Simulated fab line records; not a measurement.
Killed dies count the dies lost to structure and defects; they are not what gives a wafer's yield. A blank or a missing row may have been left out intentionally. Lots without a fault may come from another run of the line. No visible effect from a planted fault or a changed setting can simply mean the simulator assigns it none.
Chamber matching / flow n5_finfet / 3 sister chambers for N5_BEOL_M0_SAQP_PECVD_00 on pecvd-02
The step deposits SiCN from 3MS/NH3, target thk 8 nm, time 14 s. 3 wafers are shown with their chamber, then 8 later ones without.

## EACH WAFER AND ITS CHAMBER
wafer=L091.1; chamber=1; rf_fwd_power_W (W)=199.1
wafer=L091.6; chamber=2; rf_fwd_power_W (W)=197.4
wafer=L094.2; chamber=0; rf_fwd_power_W (W)=200.0

## WAFERS WITH NO CHAMBER GIVEN
wafer=L094.3; rf_fwd_power_W (W)=197.4
wafer=L094.5; rf_fwd_power_W (W)=198.5
wafer=L096.4; rf_fwd_power_W (W)=197.3
wafer=L096.5; rf_fwd_power_W (W)=199.3
wafer=L096.6; rf_fwd_power_W (W)=200.9
wafer=L097.1; rf_fwd_power_W (W)=196.2
wafer=L097.4; rf_fwd_power_W (W)=198.4
wafer=L097.5; rf_fwd_power_W (W)=199.8

## WHICH CHAMBER EACH ONE RAN IN
wafer=L094.3; from the rows above=2; in truth=2
wafer=L094.5; from the rows above=can't be placed: 1 or 2 or 0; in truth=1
wafer=L096.4; from the rows above=2; in truth=2
wafer=L096.5; from the rows above=can't be placed: 1 or 0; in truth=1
wafer=L096.6; from the rows above=can't be placed: 0 or 1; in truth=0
wafer=L097.1; from the rows above=2; in truth=2
wafer=L097.4; from the rows above=can't be placed: 1 or 2 or 0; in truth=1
wafer=L097.5; from the rows above=can't be placed: 0 or 1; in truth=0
Correct placement for 3 of the 8. Can't be placed from these rows: 5 (the true chamber is among the candidates in 5). Wrongly placed: 0.
How it was worked out, from the rows above alone: a wafer's distance from a chamber is the root of the sum, over the readings, of the square of ((its reading less the chamber's mean) divided by the reading's scatter). If the next closest chamber is less than 2 further off than the closest, the wafer can't be placed; otherwise it belongs to the closest. For every chamber, the mean is computed from those of its wafers that are shown. The scatter: with one shown wafer a chamber, the root of the mean of the squares of how far each hidden wafer lies from its nearest shown one.
